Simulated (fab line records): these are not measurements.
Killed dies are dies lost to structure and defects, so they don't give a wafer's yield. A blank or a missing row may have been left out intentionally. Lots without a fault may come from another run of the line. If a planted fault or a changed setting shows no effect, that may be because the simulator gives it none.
fab line records ; flow nand-harc
[record] lots = 12; wafers = 36; last-day = 33
route steps=1302 shown A_STAIRCASE@670 END@1302
lots untouched by any fault: they come from a run of this same line in which no faults occurred
start-h: the number of hours between the record's first day and the start of the first shown wafer of the lot ; wait-h: hours since the lot's step before ; " the same as in the row above ; L1.1+2: a row that stands for several wafers ; - value missing, or start not given ; * or withheld: withheld ; < > ~ a bound
route shown NAME@n: names a module that has steps shown in the file, with the first one's number in the route ; usual: average and standard deviation across the fault-free wafers ; same: alike in all rows ; chamber/n: place in a boat ; sites: readings site by site ; _std_site: their standard deviation ; _edge_site: the outer-site mean with the inner-site mean subtracted ; radius-mm: for every site, how far away it sits from the centre of the wafer ; mask NAME#n: copy n ; behind: the most recent tool/chamber to have shaped the wafer ; hold: what put the lot on hold/how long, in hours/how the hold closed ; device: the n, p or np transistor that did not switch ; end of line: at the end of the route, the tests of the same wafers ; where a step has no rows: the recipe by itself ; killed: at the first sort, the dies lost to defects and structure; wafer yield is something else ; map: dies across one wafer; x = killed, . = not, _ = none there
set.NAME: the setting as run; set.NAME@STEP: as run at that earlier step ; model.NAME: the simulator's own value behind a step, which no gauge read
one table for each step of the route and one row for each wafer, over a sample of lots
services: the hour from which a tool's chamber was out of use, counted from the record's first day as start-h (under 0 if before that day), plus the number of hours and why
[[steps]]
[step NHARC_A_STAIRCASE_TRIM_14]
[recipe] time-s = 211.2; o2-flow-sccm = 500; ar-flow-sccm = 0; bias-w = 0; chemistry = O2
[usual] drypump-motor-current-A = 5.6/0.39; oes-product-au = 1.000/0.01; rf-vpp-V = 57.8/0.94; showerhead-plenum-p-Torr = 3.55/0.15; throttle-valve-pct = 17.037/0.009
lot.wafer;tool;chamber;start-h;wait-h;drypump-motor-current-A;oes-product-au;rf-hours-counter-h;rf-vpp-V;showerhead-plenum-p-Torr;throttle-valve-pct
L192.4;rie-diel-09;3;-;-;4.9;1.004;11;58.1;3.55;17.040
L192.3;rie-diel-09;1;-;-;5.5;1.001;11;58.5;3.38;17.032
L192.5;rie-diel-09;2;-;-;5.6;0.995;-;56.6;3.40;17.037
L193.4;rie-diel-03;2;-;-;6.1;1.008;18;58.6;3.60;17.025
L193.1;rie-diel-03;3;-;-;5.8;0.992;18;55.9;3.42;17.044
L193.5;rie-diel-03;2;-;-;6.0;1.004;-;58.4;3.61;17.049
L196.1;rie-diel-06;0;-;-;5.5;0.988;30;59.7;3.76;17.034
L196.4;rie-diel-06;2;-;-;5.7;0.993;28;58.9;3.79;17.037
L196.6;rie-diel-06;0;-;-;5.4;0.983;-;60.0;3.76;17.032
L199.3;rie-diel-03;3;-;-;5.9;0.989;35;57.9;3.41;17.044
L199.1;rie-diel-03;1;-;-;5.7;0.999;39;56.7;3.59;17.052
L199.5;rie-diel-03;2;-;-;6.1;1.006;-;56.9;3.60;17.033
L200.4;rie-diel-09;3;-;-;4.9;1.011;34;57.4;3.54;17.037
L200.1;rie-diel-09;0;-;-;5.9;1.016;32;58.6;3.76;17.038
L200.3;rie-diel-09;2;-;-;5.6;1.014;37;56.8;3.39;17.031
L207.1;rie-diel-06;2;-;-;5.7;0.988;2;58.6;3.77;17.009
L207.2;rie-diel-06;3;-;-;5.4;1.005;4;59.2;3.77;17.034
L207.6;rie-diel-06;0;-;-;5.4;1.001;-;56.8;3.74;17.035
L206.4;rie-diel-03;0;-;-;6.2;0.988;11;58.2;3.38;17.050
L206.3;rie-diel-03;1;-;-;5.6;1.012;11;57.8;3.58;17.038
L206.6;rie-diel-03;2;-;-;6.1;0.993;-;58.2;3.58;17.033
L208.4;rie-diel-09;0;-;-;5.8;1.012;1;58.6;3.75;17.029
L208.3;rie-diel-09;1;-;-;5.5;0.988;1;57.8;3.36;17.026
L208.5;rie-diel-09;0;-;-;5.8;1.007;-;60.0;3.75;17.043
L209.2;rie-diel-03;3;-;-;5.9;0.988;23;57.0;3.40;17.047
L209.1;rie-diel-03;0;-;-;6.1;0.995;20;56.6;3.38;17.042
L209.6;rie-diel-03;0;-;-;6.1;0.989;-;56.9;3.38;17.031
L210.2;rie-diel-09;0;-;-;5.8;1.007;6;58.1;3.75;17.046
L210.1;rie-diel-09;3;-;-;4.9;1.001;6;57.6;3.52;17.040
L210.6;rie-diel-09;0;-;-;5.8;1.009;-;58.7;3.74;17.037
L214.4;rie-diel-03;2;-;-;6.1;0.997;34;57.0;3.57;17.034
L214.1;rie-diel-03;3;-;-;5.8;0.987;34;56.3;3.39;17.054
L214.2;rie-diel-03;0;-;-;6.2;0.995;29;57.4;3.37;17.041
L215.1;rie-diel-03;0;-;-;6.2;0.985;36;57.1;3.37;17.030
L215.4;rie-diel-03;1;-;-;5.6;0.992;35;57.6;3.57;17.038
L215.6;rie-diel-03;0;-;-;6.2;0.990;-;56.8;3.37;17.035
[step NHARC_A_STAIRCASE_TRIM_18]
[recipe] time-s = 211.2; o2-flow-sccm = 500; ar-flow-sccm = 0; bias-w = 0; chemistry = O2
[usual] drypump-motor-current-A = 5.6/0.36; oes-product-au = 1.001/0.011; rf-vpp-V = 57.9/0.93; showerhead-plenum-p-Torr = 3.55/0.16; throttle-valve-pct = 17.036/0.009
lot.wafer;tool;chamber;start-h;wait-h;drypump-motor-current-A;oes-product-au;rf-hours-counter-h;rf-vpp-V;showerhead-plenum-p-Torr;throttle-valve-pct
L192.3;rie-diel-09;1;-;-;5.5;0.998;12;56.0;3.38;17.035
L192.4;rie-diel-09;2;-;-;5.6;0.994;12;57.4;3.40;17.042
L192.5;rie-diel-09;1;-;-;5.5;1.006;-;57.0;3.38;17.037
L193.1;rie-diel-03;2;-;-;6.0;1.008;18;58.6;3.60;17.044
L193.4;rie-diel-03;0;-;-;6.1;0.997;17;56.4;3.40;17.044
L193.5;rie-diel-03;1;-;-;5.6;1.008;-;58.6;3.60;17.024
L196.1;rie-diel-06;0;-;-;5.5;0.999;30;58.1;3.76;17.037
L196.4;rie-diel-06;1;-;-;4.8;0.988;31;58.2;3.44;17.015
L196.6;rie-diel-06;3;-;-;5.4;1.006;-;58.2;3.79;17.031
L199.1;rie-diel-03;2;-;-;6.0;1.008;35;57.7;3.59;17.044
L199.3;rie-diel-03;3;-;-;5.8;0.979;35;56.3;3.41;17.055
L199.5;rie-diel-03;2;-;-;6.1;1.013;-;56.5;3.60;17.042
L200.4;rie-diel-09;1;-;-;5.5;1.015;39;58.7;3.37;17.036
L200.1;rie-diel-09;2;-;-;5.6;1.018;38;56.8;3.39;17.024
L200.3;rie-diel-09;3;-;-;4.9;0.998;34;59.5;3.54;17.046
L207.2;rie-diel-06;3;-;-;5.4;0.990;4;57.3;3.77;17.043
L207.1;rie-diel-06;0;-;-;5.5;0.993;4;57.7;3.74;17.045
L207.6;rie-diel-06;3;-;-;5.4;0.997;-;58.3;3.77;17.012
L206.3;rie-diel-03;0;-;-;6.1;0.983;12;58.2;3.38;17.037
L206.4;rie-diel-03;1;-;-;5.7;1.006;12;58.4;3.58;17.036
L206.6;rie-diel-03;3;-;-;5.9;0.989;-;57.0;3.40;17.030
L208.4;rie-diel-09;2;-;-;5.6;1.010;2;57.0;3.38;17.030
L208.3;rie-diel-09;3;-;-;4.9;1.003;2;59.1;3.52;17.043
L208.5;rie-diel-09;1;-;-;5.5;0.994;-;57.0;3.36;17.038
L209.1;rie-diel-03;2;-;-;6.1;0.995;22;58.5;3.58;17.038
L209.2;rie-diel-03;3;-;-;5.9;0.982;24;57.9;3.40;17.035
L209.6;rie-diel-03;1;-;-;5.6;1.008;-;58.1;3.58;17.032
L210.1;rie-diel-09;2;-;-;5.6;1.018;6;57.4;3.37;17.026
L210.2;rie-diel-09;1;-;-;5.5;1.003;6;57.3;3.35;17.025
L210.6;rie-diel-09;2;-;-;5.6;1.019;-;56.9;3.37;17.038
L214.2;rie-diel-03;0;-;-;6.1;0.985;30;56.8;3.37;17.038
L214.1;rie-diel-03;2;-;-;6.1;0.999;35;57.6;3.57;17.057
L214.4;rie-diel-03;3;-;-;5.8;0.986;35;57.2;3.39;17.025
L215.1;rie-diel-03;3;-;-;5.9;0.984;43;56.5;3.38;17.042
L215.4;rie-diel-03;1;-;-;5.6;1.005;36;58.3;3.57;17.043
L215.6;rie-diel-03;3;-;-;5.9;0.990;-;57.3;3.39;17.045
[step NHARC_A_STAIRCASE_ETCH_19]
[recipe] target-depth-a = 1000; time-s = 40.5; ion-energy-ev = 400; c4f8-flow-sccm = 20; o2-flow-sccm = 10; ar-flow-sccm = withheld; rf-w = 600; bias-w = 1000; chemistry = C4F8/O2
[usual] oes-product-au = 0.945/0.012; rf-vpp-V = 897/5.7; run-length-s = 62.0/0.33
lot.wafer;tool;chamber;start-h;wait-h;oes-product-au;rf-hours-counter-h;rf-vpp-V;run-length-s
L192.3;rie-diel-09;1;-;-;0.947;12;892;62.7
L192.4;rie-diel-09;2;-;-;0.944;12;891;61.9
L192.5;rie-diel-09;1;-;-;0.950;-;891;62.6
L193.1;rie-diel-03;2;-;-;0.949;18;900;61.7
L193.4;rie-diel-03;3;-;-;0.949;18;893;61.7
L193.5;rie-diel-03;2;-;-;0.951;-;897;62.4
L196.1;rie-diel-06;0;-;-;0.940;30;904;62.6
L196.4;rie-diel-06;1;-;-;0.941;31;893;61.9
L196.6;rie-diel-06;0;-;-;0.928;-;904;62.5
L199.1;rie-diel-03;1;-;-;0.952;39;897;62.9
L199.3;rie-diel-03;0;-;-;0.960;40;891;61.8
L199.5;rie-diel-03;2;-;-;0.950;-;897;61.7
L200.1;rie-diel-09;3;-;-;0.963;35;897;62.0
L200.4;rie-diel-09;0;-;-;0.972;32;904;61.6
L200.3;rie-diel-09;1;-;-;0.952;39;890;62.2
L207.1;rie-diel-06;2;-;-;0.939;2;906;62.0
L207.2;rie-diel-06;3;-;-;0.955;4;905;62.2
L207.6;rie-diel-06;2;-;-;0.944;-;904;62.1
L206.4;rie-diel-03;2;-;-;0.949;16;897;62.1
L206.3;rie-diel-03;0;-;-;0.910;12;891;62.4
L206.6;rie-diel-03;2;-;-;0.955;-;898;62.0
L208.3;rie-diel-09;3;-;-;0.940;2;896;61.7
L208.4;rie-diel-09;0;-;-;0.936;2;905;61.6
L208.5;rie-diel-09;3;-;-;0.940;-;895;62.2
L209.1;rie-diel-03;3;-;-;0.940;24;891;62.1
L209.2;rie-diel-03;0;-;-;0.941;20;892;61.9
L209.6;rie-diel-03;3;-;-;0.938;-;892;62.0
L210.1;rie-diel-09;2;-;-;0.950;6;890;61.8
L210.2;rie-diel-09;0;-;-;0.963;7;904;61.6
L210.6;rie-diel-09;2;-;-;0.957;-;890;61.7
L214.2;rie-diel-03;1;-;-;0.951;29;899;62.3
L214.1;rie-diel-03;2;-;-;0.940;35;897;61.8
L214.4;rie-diel-03;3;-;-;0.923;35;891;61.7
L215.4;rie-diel-03;3;-;-;0.937;44;892;62.0
L215.1;rie-diel-03;0;-;-;0.938;36;889;62.2
L215.6;rie-diel-03;2;-;-;0.941;-;897;62.1
[step NHARC_A_STAIRCASE_ETCH_23]
[recipe] target-depth-a = 1000; time-s = 40.5; ion-energy-ev = 400; c4f8-flow-sccm = 20; o2-flow-sccm = 10; ar-flow-sccm = withheld; rf-w = 600; bias-w = 1000; chemistry = C4F8/O2
[usual] oes-product-au = 0.946/0.013; rf-vpp-V = 898/5.9; run-length-s = 62.0/0.33
lot.wafer;tool;chamber;start-h;wait-h;oes-product-au;rf-hours-counter-h;rf-vpp-V;run-length-s
L192.3;rie-diel-06;1;363.93;-;0.942;25;892;62.2
L192.4;rie-diel-06;2;363.93;-;0.939;22;906;61.9
L192.5;rie-diel-06;0;363.93;-;0.944;-;904;62.3
L193.4;rie-diel-03;1;364.07;-;0.962;18;898;62.3
L193.1;rie-diel-03;2;364.07;-;0.953;19;898;61.7
L193.5;rie-diel-03;0;364.07;-;0.949;-;892;61.9
L196.1;rie-diel-09;1;395.98;-;0.961;21;891;62.3
L196.4;rie-diel-09;2;395.98;-;0.952;20;891;61.7
L196.6;rie-diel-09;0;395.98;-;0.943;-;906;61.5
L199.3;rie-diel-06;3;420.38;-;0.956;42;905;62.2
L199.1;rie-diel-06;0;420.38;-;0.961;41;906;62.4
L199.5;rie-diel-06;3;420.38;-;0.948;-;903;62.2
L200.1;rie-diel-09;2;439.40;-;0.956;38;891;62.3
L200.3;rie-diel-09;0;439.40;-;0.963;33;905;50.4
L200.4;rie-diel-09;1;439.40;-;0.949;40;889;62.8
L207.1;rie-diel-03;1;501.41;-;0.933;10;897;62.3
L207.2;rie-diel-03;2;501.41;-;0.940;14;898;61.8
L207.6;rie-diel-03;2;501.41;-;0.919;-;898;61.8
L206.3;rie-diel-03;3;507.48;-;0.925;15;892;61.8
L206.4;rie-diel-03;0;507.48;-;0.928;12;889;61.8
L206.6;rie-diel-03;2;507.48;-;0.960;-;897;62.2
L208.3;rie-diel-06;2;515.66;-;0.942;8;904;61.8
L208.4;rie-diel-06;0;515.66;-;0.952;-;903;62.7
L208.5;rie-diel-06;2;515.66;-;0.936;-;905;62.1
L209.1;rie-diel-06;0;527.05;-;0.961;15;902;62.6
L209.2;rie-diel-06;2;527.05;-;0.938;11;903;61.8
L209.6;rie-diel-06;0;527.05;-;0.949;-;903;62.2
L210.2;rie-diel-09;0;527.36;-;0.949;7;904;61.4
L210.1;rie-diel-09;3;527.36;-;0.955;7;895;61.7
L210.6;rie-diel-09;0;527.36;-;0.961;-;905;61.6
L214.4;rie-diel-09;3;562.33;-;0.948;23;896;61.9
L214.1;rie-diel-09;0;562.33;-;0.965;20;905;61.6
L214.2;rie-diel-09;2;562.33;-;0.961;19;891;62.0
L215.4;rie-diel-09;2;583.30;-;0.946;26;890;61.7
L215.1;rie-diel-09;0;583.30;-;0.952;28;903;61.5
L215.6;rie-diel-09;2;583.30;-;0.941;-;887;61.7
[step NHARC_END_SORT_01]
[recipe] temp-c = 25
[usual] killed-at-array = 59/17; killed-at-other = 0.9/1.6; killed-at-periphery = 3.7/2.3; killed-dies = 64/17; killed-open = 3.3/1.8; killed-short = 2.4/1.6
[same] gross-dies = 677
lot.wafer;tool;chamber;start-h;wait-h;killed-at-array;killed-at-other;killed-at-periphery;killed-dies;killed-open;killed-short
L200.1;prober-02;0;644.72;2.5;39;0;6;45;1;0
L200.3;prober-02;0;646.31;3.1;668;0;9;677;3;5
L200.4;prober-02;0;647.11;3.4;67;0;10;77;3;2
// killed by level:class
L200.1 A_SLIT:chamber-film-flake=20 A_CHANNEL_HOLE_D2:chamber-film-flake=6 A_CHANNEL_HOLE_D1:chamber-film-flake=5 P_BONDPAD:chamber-film-flake=3 A_CHANNEL_FILL_D1:chamber-film-flake=3 P_GATE:chamber-film-flake=2 A_ZERO_WELL:chamber-film-flake=2 A_WL_FILL:geometric-particle:open=1
L200.3 A_STAIRCASE:area-etch=595 A_SLIT:chamber-film-flake=34 A_CHANNEL_HOLE_D2:chamber-film-flake=12 A_STAIRCASE:chamber-film-flake=8 P_BONDPAD:chamber-film-flake=5 P_GATE:chamber-film-flake=4 A_CHANNEL_HOLE_D1:chamber-film-flake=4 A_CONTACT:chamber-film-flake=3
L200.4 A_SLIT:chamber-film-flake=36 A_CHANNEL_HOLE_D2:chamber-film-flake=16 A_STAIRCASE:chamber-film-flake=6 P_GATE:chamber-film-flake=5 P_BONDPAD:chamber-film-flake=4 A_CONTACT:chamber-film-flake=2 A_ONON_D1:geometric-particle:short=1 A_DECK1_JOINT:geometric-particle:open=1
[[services]]
tool;chamber;start-h;hours;kind
rie-diel-03;0;340.15;-;clean
rie-diel-03;1;340.15;-;clean
rie-diel-03;2;340.15;-;clean
rie-diel-03;3;340.15;-;clean
rie-diel-03;-;351.69;1.7;repair
rie-diel-03;3;364.10;3.4;repair
rie-diel-03;0;364.75;-;clean
rie-diel-03;1;364.75;-;clean
rie-diel-03;2;364.75;-;clean
rie-diel-06;2;377.73;5.2;repair
rie-diel-03;0;389.25;-;clean
rie-diel-03;1;389.25;-;clean
rie-diel-03;2;389.25;-;clean
rie-diel-03;3;389.25;-;clean
rie-diel-09;0;406.89;7.1;repair
rie-diel-03;0;413.77;-;clean
rie-diel-06;1;445.42;16.8;repair
rie-diel-03;-;459.15;9.0;pm
rie-diel-06;-;472.81;0.5;repair
rie-diel-06;-;484.44;9.0;pm
rie-diel-03;0;491.44;8.7;repair
rie-diel-09;-;499.72;9.0;pm
rie-diel-03;3;499.98;1.6;repair
rie-diel-06;3;508.98;12.6;repair
[[key]]
[first-sign] step = NHARC_A_STAIRCASE_ETCH_23; reading = run-length-s; direction = down; sigmas = 35; usual = *; struck = *
[effect] step = NHARC_END_SORT_01; reading = killed-at-array; direction = up; sigmas = 37; usual = 59; struck = 668
[more-kills-born-at] NHARC_A_STAIRCASE_ETCH_23@rie-diel-09 = 595
met-at NHARC_A_STAIRCASE_ETCH_23
struck-lots L200
struck-wafers L200.3
later-rows-left-out L200.3
tester-left-out L200
not-acting-at NHARC_A_STAIRCASE_TRIM_14,NHARC_A_STAIRCASE_TRIM_18,NHARC_A_STAIRCASE_ETCH_19
onset-between 395.98 439.40
[fault] kind = process-parameter-drift; tool = rie-diel-09; chamber = 0; onset-h = 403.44; steps = NHARC_A_STAIRCASE_ETCH_23; channel = time-s; offset = *; shape = step; end-h = 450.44; acts-in = *; stated = *
// tester-left-out: of these lots the tester's yield and bins aren't shown, on N5 and GAA mostly nor the transistor test; their killed dies are dies lost to structure and defects alone, not to doping, threshold or leakage, so they don't give the yield
// later-rows-left-out: the simulator's readings of these wafers behind a module that went badly wrong aren't trusted and aren't shown, but for the sort
